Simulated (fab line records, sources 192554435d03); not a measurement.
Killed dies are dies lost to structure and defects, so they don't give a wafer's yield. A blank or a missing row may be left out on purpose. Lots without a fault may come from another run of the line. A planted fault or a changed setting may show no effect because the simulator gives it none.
Which tool did it? | flow n5_finfet | 12 lots, 33 wafers sampled, at 2 steps of a route of 1938

WHAT THE GAUGES READ, wafer by wafer
N5_MIM_BOT_LITHO_CD_MEAS_08: target cd 3000 nm. Usual: cd_nm 3000.5 nm, standard deviation 1.8.
lot  | measured     | on        | cd_nm (nm)           | flag
L591 | day 12 17:46 | cd_sem-01 | 3003.2 3001.7 3002.3 |
L594 | day 13 09:29 | cd_sem-02 | 3000.3 2996.8 3001.5 |
L596 | day 14 05:04 | cd_sem-03 | 2996.9 3001.8 3002.6 |
L597 | day 14 11:01 | cd_sem-03 | 3001.9               |
L595 | day 14 18:14 | cd_sem-01 | 3000.3 2999.5        |
L600 | day 15 10:22 | cd_sem-02 | 3002.9 3005.7 3002.1 |
L603 | day 15 11:40 | cd_sem-02 | 3000.1 2997.9 2999.1 |
L602 | day 15 16:56 | cd_sem-03 | 2997.3 3001.2 3000.6 |
L605 | day 16 09:34 | cd_sem-01 | 2998.8 3000.8 3000.7 |
L607 | day 17 01:08 | cd_sem-02 | 3001.3 2999.5 3002.0 |
L611 | day 17 17:08 | cd_sem-03 | 3002.8 3000.1 3002.8 |
L612 | day 17 20:32 | cd_sem-02 | 2999.4 2995.3 2997.3 |

N5_MIM_BOT_LITHO_INSPECT_12: inspects for defects (macro). Usual: raw_defect_count 2.1, standard deviation 1.3.
lot  | measured     | on                | raw_defect_count | flag
L591 | day 12 17:49 | defect_inspect-02 | 2 2 0            |
L594 | day 13 09:32 | defect_inspect-02 | 2 2 3            |
L596 | day 14 05:07 | defect_inspect-02 | 2 3 3            |
L597 | day 14 11:04 | defect_inspect-02 | 4                |
L595 | day 14 18:17 | defect_inspect-02 | 2 1              |
L600 | day 15 10:25 | defect_inspect-01 | 4 2 1            |
L603 | day 15 11:43 | defect_inspect-01 | 5 0 1            |
L602 | day 15 17:00 | defect_inspect-01 | 1 2 3            |
L605 | day 16 09:38 | defect_inspect-01 | 2 2 2            |
L607 | day 17 01:11 | defect_inspect-02 | 2 0 1            |
L611 | day 17 17:11 | defect_inspect-02 | 6 2 2            |
L612 | day 17 20:35 | defect_inspect-01 | 1 2 3            |

WHICH TOOL RAN EACH LOT (tool, then ch and the chambers of the sampled wafers, then the start)
The record holds no process step before these readings.

WHAT THE TOOLS THEMSELVES READ (means of the sampled wafers that have a number; where no wafer has one, the mark that the record gives instead)
The record holds no such reading with a usual standard deviation.

THE ANSWER, worked out from the rows above alone
Rule: a lot is off if the mean of its wafers that have a number lies more than 3 standard deviations from the usual mean. A lot without any number at a reading at which 4 lots or more have one is off too. The other lots that the step has rows for count as sound. The gauges are gone through in route order, then the tools' own readings, and for those a lot's mean is taken as printed above. The first step at which some lot is off is used, and at that step the reading that is off furthest; a lot without a number counts as furthest.
No lot is off at any reading shown: from this, nothing can be told.

WHAT THE SIMULATOR HAD PUT IN
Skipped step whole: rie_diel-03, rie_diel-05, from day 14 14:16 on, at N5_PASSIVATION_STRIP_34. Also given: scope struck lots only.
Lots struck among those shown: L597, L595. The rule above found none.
